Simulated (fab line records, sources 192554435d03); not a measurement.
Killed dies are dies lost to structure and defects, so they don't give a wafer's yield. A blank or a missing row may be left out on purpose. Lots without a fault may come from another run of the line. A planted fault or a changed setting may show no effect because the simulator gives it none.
fab line records | flow n5_finfet
record lots=10 wafers=30 last_day=17
route steps=1938 shown SD_EPI_N@293 BEOL_M4@1089 PASSIVATION@1936
lots that met no fault: from a run of the same line without faults
start_h: hours from the record's first day to the start of the lot's first wafer shown | wait_h: hours since the lot's step before | " the same as in the row above | L1.1+2: a row that stands for several wafers | - no value, or no start given | * or withheld: withheld | < > ~ a bound
route shown NAME@n: a module of which the file shows steps, and the number in the route of the first | usual: mean/standard deviation of fault-free wafers | same: alike in all rows | chamber/n: place in a boat | sites: the reading at each site | _std_site: their standard deviation | _edge_site: outer sites' mean less inner sites' | radius_mm: how far each site lies from the wafer's centre | mask NAME#n: copy n | behind: the tool/chamber that last shaped the wafer | hold: why the lot was held/for how many hours/how that ended | device: the transistor (n, p or np) that didn't switch | end of line: the same wafers' tests at the end of the route | a step without rows: its recipe alone | killed: dies lost to structure and defects at the first sort, not the wafer's yield | map: a wafer's dies, x killed, . not, _ none there
set.NAME: the setting as run; set.NAME@STEP: as run at that earlier step | model.NAME: the simulator's own value behind a step, which no gauge read
steps of the route over a sample of lots; a table a step, a row a wafer
services: from which hour (start_h, from the record's first day; less than 0 if before it) a tool's chamber was out of use, for how many hours, and why
## steps
# step N5_SD_EPI_N_LINER_46
# recipe material=SiNx target_thk_a=30 temp_c=400 ald_precursor_family=SiH2I2 ald_co_reactant=N2/H2-plasma pressure_torr=2
# usual heater_power_outer_w=507/51 heater_power_w=830/68
# columns lot.wafer tool chamber start_h wait_h heater_power_outer_w heater_power_w
L312.3 ald_sin-02 1 63.98 0.1 572 943
L312.4 " 2 " " 472 777
L312.6 " 1 " " 582 952
L313.1 ald_sin-04 0 65.54 0.5 562 866
L313.2 " 3 " " 517 864
L313.4 " 2 " " 546 914
L314.1 ald_sin-02 2 75.02 0.5 463 764
L314.2 " 0 " " 442 785
L314.5 " 1 " " 587 930
L315.2 ald_sin-04 3 77.71 0.1 524 845
L315.3 " 2 " " 546 927
L315.5 " 3 " " 510 878
L316.1 ald_sin-02 2 82.74 0.2 463 745
L316.2 " 3 " " 437 712
L316.6 " 3 " " 443 706
L317.1 ald_sin-02 0 93.72 0.2 443 767
L317.2 " 3 " " 434 678
L317.4 " 1 " " 585 930
L324.1 ald_sin-04 2 131.95 0.2 540 869
L324.4 " 1 " " 442 801
L324.5 " 2 " " 533 897
L327.4 ald_sin-02 0 148.59 0.3 453 804
L327.5 " 3 " " 436 708
L327.6 " 2 " " 476 757
L329.2 ald_sin-03 0 160.39 0.6 538 803
L329.4 " 3 " " 570 931
L329.5 " 0 " " 536 791
L334.2 ald_sin-03 1 191.66 0.2 476 791
L334.3 " 0 " " 523 787
L334.4 " 2 " " 509 799
# step N5_BEOL_M4_ANNEAL_82
# recipe temp_c=400 time_s=240 ambient=vacuum
# usual heater_power_w=809/96 susceptor_temp_C_max=401.0/0.45
# columns lot.wafer tool chamber start_h wait_h heater_power_w susceptor_temp_C_max
L313.1 pvd_sputter-02 - 170.84 0.0 730 401.1
L313.2 " - " " 694 402.2
L313.4 " - " " 693 401.8
L312.3 pvd_sputter-01 - 173.41 0.0 838 401.5
L312.4 " - " " 709 400.8
L312.6 " - " " 884 401.2
L314.1 pvd_sputter-03 - 178.73 0.0 866 400.8
L314.2 " - " " 764 401.1
L314.5 " - " " 752 400.8
L315.2 pvd_sputter-01 - 188.01 0.0 887 401.4
L315.3 " - " " 733 400.6
L315.5 " - " " 715 401.0
L316.1 pvd_sputter-03 - 193.44 0.0 1081 400.9
L316.2 " - " " 716 401.1
L316.6 " - " " 726 400.8
L317.1 pvd_sputter-01 - 198.70 0.0 879 401.7
L317.2 " - " " 722 400.2
L317.4 " - " " 897 401.3
L324.1 pvd_sputter-02 - 242.02 0.0 886 400.9
L324.4 " - " " 725 401.3
L324.5 " - " " 708 400.2
L327.4 pvd_sputter-02 - 256.53 0.0 710 400.8
L327.5 " - " " 721 400.3
L327.6 " - " " 728 400.9
L329.2 pvd_sputter-01 - 264.43 0.0 760 401.3
L329.4 " - " " 739 400.5
L329.5 " - " " 727 400.2
L334.2 pvd_sputter-01 - 298.37 0.0 742 400.8
L334.3 " - " " 908 400.9
L334.4 " - " " 867 402.2
# step N5_BEOL_M4_ANNEAL_93
# recipe temp_c=400 time_s=240 ambient=vacuum
# usual heater_power_w=808/95 susceptor_temp_C_max=401.0/0.45
# columns lot.wafer tool chamber start_h wait_h heater_power_w susceptor_temp_C_max
L313.1 pvd_sputter-02 - 171.72 0.0 728 400.8
L313.2 " - " " 703 401.8
L313.4 " - " " 701 401.2
L312.3 pvd_sputter-01 - 174.29 0.0 846 401.4
L312.4 " - " " 718 400.7
L312.6 " - " " 867 402.4
L314.1 pvd_sputter-03 - 179.61 0.0 863 400.7
L314.2 " - " " 757 401.0
L314.5 " - " " 762 401.4
L315.2 pvd_sputter-01 - 188.89 0.0 852 401.7
L315.3 " - " " 718 400.8
L315.5 " - " " 727 400.8
L316.1 pvd_sputter-03 - 194.32 0.0 1058 401.0
L316.2 " - " " 757 400.4
L316.6 " - " " 751 401.0
L317.1 pvd_sputter-01 - 199.58 0.0 823 401.8
L317.2 " - " " 710 400.7
L317.4 " - " " 914 401.0
L324.1 pvd_sputter-02 - 242.90 0.0 888 401.4
L324.4 " - " " 722 400.9
L324.5 " - " " 715 400.4
L327.4 pvd_sputter-02 - 257.41 0.0 705 400.5
L327.5 " - " " 703 400.7
L327.6 " - " " 727 401.2
L329.2 pvd_sputter-01 - 265.31 0.0 760 400.7
L329.4 " - " " 719 400.6
L329.5 " - " " 740 400.7
L334.2 pvd_sputter-01 - 299.25 0.0 734 400.8
L334.3 " - " " 905 400.5
L334.4 " - " " 875 402.5
# step N5_BEOL_M4_CO_CAP_55
# recipe material=Co target_thk_a=20 temp_c=200 precursor=CCTBA/H2 pressure_torr=30 time_s=102.1
# usual heater_power_outer_w=123/12 heater_power_w=230/17
# columns lot.wafer tool chamber start_h wait_h heater_power_outer_w heater_power_w
L313.1 cvd_co-01 2 172.98 0.0 123 212
L313.2 " 1 " " 126 236
L313.4 " 2 " " 123 224
L312.3 cvd_co-01 0 175.66 0.0 100 207
L312.4 " 1 " " 123 236
L312.6 " 2 " " 125 225
L314.1 cvd_co-01 0 180.97 0.0 102 212
L314.2 " 1 " " 128 233
L314.5 " 0 " " 102 214
L315.2 cvd_co-02 1 190.11 0.0 111 215
L315.3 " 0 " " 133 254
L315.5 " 0 " " 133 251
L316.1 cvd_co-02 0 195.72 0.0 132 254
L316.2 " 1 " " 114 210
L316.6 " 2 " " 130 237
L317.1 cvd_co-02 1 200.80 0.0 112 212
L317.2 " 0 " " 139 250
L317.4 " 1 " " 110 209
L324.1 cvd_co-02 2 244.13 0.0 129 245
L324.4 " 2 " " 132 241
L324.5 " 1 " " 111 209
L327.4 cvd_co-01 0 258.68 0.0 102 214
L327.5 " 2 " " 125 220
L327.6 " 1 " " 127 240
L329.2 cvd_co-02 1 266.54 0.0 113 214
L329.4 " 0 " " 134 263
L329.5 " 1 " " 113 211
L334.2 cvd_co-01 2 300.51 0.0 122 221
L334.3 " 1 " " 130 245
L334.4 " 2 " " 123 221
# step N5_BEOL_M4_RC_MEAS_101
# usual DIBL_N=36.7/2.4 DIBL_P=37.4/2.9 IOFF_N=0.18/0.05 IOFF_P=0.23/0.058 ION_N=683/16 ION_P=467/11 REXT_P=100.3/2.2 SS_N=71.7/0.77 SS_P=73.5/0.87 VT_N=249/4.3 VT_P=-250/4.4
# columns lot.wafer tool chamber start_h wait_h DIBL_N[mV/V] DIBL_P[mV/V] IOFF_N[nA/um] IOFF_P[nA/um] ION_N[uA/um] ION_P[uA/um] REXT_P[ohm.um] SS_N[mV/dec] SS_P[mV/dec] VT_N[mV] VT_P[mV]
L313.1 prober-01 0 173.25 0.0 40.3 40.8 0.21 0.26 705 477 101.4 72.5 74.6 248 -248
L313.2 " 0 " " 39.0 38.0 0.17 0.21 685 461 101.5 72.2 73.5 250 -254
L313.4 " 0 " " 38.0 38.5 0.17 0.23 665 456 101.6 71.6 73.4 250 -252
L312.3 prober-02 0 176.21 0.3 35.9 34.4 0.14 0.17 669 455 100.6 71.1 72.3 254 -253
L312.4 " 0 " " 35.8 36.3 0.16 0.21 697 481 100.0 71.3 73.1 247 -251
L312.6 " 0 " " 38.7 38.9 0.21 0.25 704 479 100.2 71.7 74.3 247 -248
L314.1 prober-02 0 181.21 0.0 44.2 45.7 0.35 0.40 696 473 102.7 73.9 76.2 242 -242
L314.2 " 0 " " 35.3 36.6 0.15 0.23 685 471 100.0 71.3 73.1 251 -250
L314.5 " 0 " " 38.9 40.1 0.20 0.28 669 463 99.5 72.6 73.9 247 -247
L315.2 prober-01 0 190.50 0.2 37.9 36.9 0.17 0.20 657 450 104.3 72.0 73.5 251 -251
L315.3 " 0 " " 33.1 32.0 0.11 0.14 679 458 103.5 71.3 71.7 252 -257
L315.5 " 0 " " 34.5 32.7 0.12 0.14 660 447 103.1 70.7 72.0 257 -256
L316.1 prober-01 0 195.96 0.0 36.8 38.4 0.15 0.23 665 467 99.9 71.2 74.1 253 -250
L316.2 " 0 " " 39.4 42.4 0.25 0.32 709 489 100.8 73.4 74.4 245 -246
L316.6 " 0 " " 35.4 37.2 0.14 0.21 668 464 101.1 71.2 74.1 254 -254
L317.1 prober-01 0 201.04 0.0 36.1 36.6 0.17 0.26 687 481 97.7 71.3 73.1 246 -246
L317.2 " 0 " " 37.2 36.7 0.17 0.24 664 454 100.4 72.0 73.6 249 -246
L317.4 " 0 " " 36.5 36.5 0.17 0.24 688 474 98.4 71.9 73.3 249 -248
L324.1 prober-01 0 244.39 0.0 39.9 40.6 0.24 0.30 686 472 99.9 72.7 74.0 245 -245
L324.4 " 0 " " 40.1 38.9 0.24 0.22 701 450 108.0 73.2 74.1 249 -252
L324.5 " 0 " " 38.0 40.3 0.19 0.28 673 465 101.2 71.8 74.7 247 -243
L327.4 prober-01 0 259.35 0.5 39.2 41.4 0.21 0.29 693 474 101.1 72.1 74.3 249 -245
L327.5 " 0 " " 36.9 37.3 0.16 0.22 668 459 104.2 71.3 72.6 250 -251
L327.6 " 0 " " 36.5 37.2 0.14 0.20 665 456 103.5 71.3 73.1 253 -253
L329.2 prober-01 0 266.93 0.2 33.5 32.2 0.11 0.16 670 464 97.1 71.7 72.3 256 -255
L329.4 " 0 " " 38.5 38.8 0.20 0.25 689 472 97.4 72.1 74.1 247 -249
L329.5 " 0 " " 38.0 37.9 0.20 0.25 702 474 97.5 72.0 74.1 247 -248
L334.2 prober-02 0 300.90 0.2 36.6 38.0 0.18 0.20 698 473 99.4 71.7 73.0 247 -252
L334.3 " 0 " " 37.9 38.7 0.18 0.21 673 456 99.5 71.9 73.6 249 -252
L334.4 " 0 " " 37.5 39.5 0.22 0.24 697 466 98.8 72.2 73.6 243 -249
# step N5_PASSIVATION_PROBE_49
# usual defect_limited_yield=91.4/1.6 killed_at_M0_to_M3=31/11 killed_at_M4_up=14/5.7 killed_at_contacts=12/6 killed_at_front_end=41/13 killed_at_other=3.3/2.8 killed_dies=101/19 killed_open=67/14 killed_short=33/8.2 sort_bin_4_leakage=0.0/0.37 sort_bin_5_function=5.0/1.1 sort_bin_6_memory=3.3/0.74 sort_n_pass=1078/20 sort_yield_pct=91.3/1.7
# same gross_dies=1180 killed_at_back_side=0 sort_bin_8_speed[%]=0
# columns lot.wafer tool chamber start_h wait_h defect_limited_yield[%] killed_at_M0_to_M3 killed_at_M4_up killed_at_contacts killed_at_front_end killed_at_other killed_dies killed_open killed_short sort_bin_4_leakage[%] sort_bin_5_function[%] sort_bin_6_memory[%] sort_n_pass sort_yield_pct[%]
L324.1 prober-01 - 354.77 0.0 91.9 19 21 6 46 3 95 77 17 0 5.2 2.8 1085 91.9
L324.4 prober-01 - 354.92 0.2 91.4 22 18 7 50 5 102 69 31 0 5.8 2.9 1078 91.4
L324.5 prober-01 - 354.97 0.2 89.3 32 28 10 52 4 126 83 42 0 5.9 4.2 1054 89.3
# killed by level:class
L324.1 STI_FIN_REVEAL:geometric_particle:open=25 BEOL_M4:geometric_particle:open=12 MOL_CONTACT_COAG:geometric_particle:open=6 FIN_SAQP:geometric_particle:open=5 STARTING-WAFER:geometric_particle:open=5 STI_FIN_REVEAL:geometric_particle:short=3 BEOL_M0_SAQP:geometric_particle:open=3 BEOL_M1:geometric_particle:open=3
L324.4 STI_FIN_REVEAL:geometric_particle:open=25 FIN_SAQP:geometric_particle:short=8 MOL_CONTACT_COAG:geometric_particle:open=7 BEOL_M4:geometric_particle:open=7 BEOL_M3:geometric_particle:open=5 STI_FIN_REVEAL:geometric_particle:short=4 GATE_CUT:geometric_particle:open=4 BEOL_M0_SAQP:geometric_particle:open=4
L324.5 STI_FIN_REVEAL:geometric_particle:open=26 BEOL_M4:geometric_particle:open=13 BEOL_M0_SAQP:geometric_particle:short=9 MOL_CONTACT_COAG:geometric_particle:open=8 GATE_CUT:geometric_particle:short=6 BEOL_M2:geometric_particle:open=6 STI_FIN_REVEAL:geometric_particle:short=4 BEOL_M1:geometric_particle:short=4
## services
# columns tool chamber start_h hours kind
pvd_sputter-03 - 44.57 1.5 repair
ald_sin-02 3 53.36 14.6 repair
ald_sin-04 - 85.37 14.0 pm
cvd_co-01 1 114.76 - clean
cvd_co-01 1 114.76 22.0 scheduled_down
cvd_co-01 1 114.76 22.0 vent_cycle
cvd_co-02 0 123.49 17.2 repair
ald_sin-02 - 157.23 6.1 pm
ald_sin-02 1 167.07 5.7 repair
cvd_co-02 0 174.69 6.3 repair
ald_sin-02 - 176.75 14.0 pm
ald_sin-02 0 176.75 14.0 vent_cycle
ald_sin-02 1 176.75 14.0 vent_cycle
ald_sin-02 2 176.75 14.0 vent_cycle
ald_sin-03 2 199.00 3.5 repair
ald_sin-04 0 206.56 3.3 repair
cvd_co-01 - 219.58 0.3 repair
cvd_co-02 - 221.99 6.9 pm
ald_sin-02 1 233.05 2.1 repair
ald_sin-03 0 258.52 10.7 repair
ald_sin-04 1 259.27 1.3 repair
cvd_co-02 - 264.23 0.8 repair
ald_sin-03 0 276.68 23.0 repair
ald_sin-04 - 292.72 1.0 repair
## key
first_sign step=N5_BEOL_M4_RC_MEAS_101 reading=REXT_P direction=up sigmas=3.5 usual=100.3 struck=108.0
effect none on later readings
met_at N5_SD_EPI_N_LINER_46
struck_lots L324
struck_wafers L324.4
not_acting_at N5_BEOL_M4_ANNEAL_82,N5_BEOL_M4_ANNEAL_93,N5_BEOL_M4_CO_CAP_55
fault kind=process_parameter_drift tool=ald_sin-04 chamber=1 onset_h=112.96 steps=N5_SD_EPI_N_LINER_46 channel=target_thk_a offset=* shape=step end_h=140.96 acts_in=* stated=*
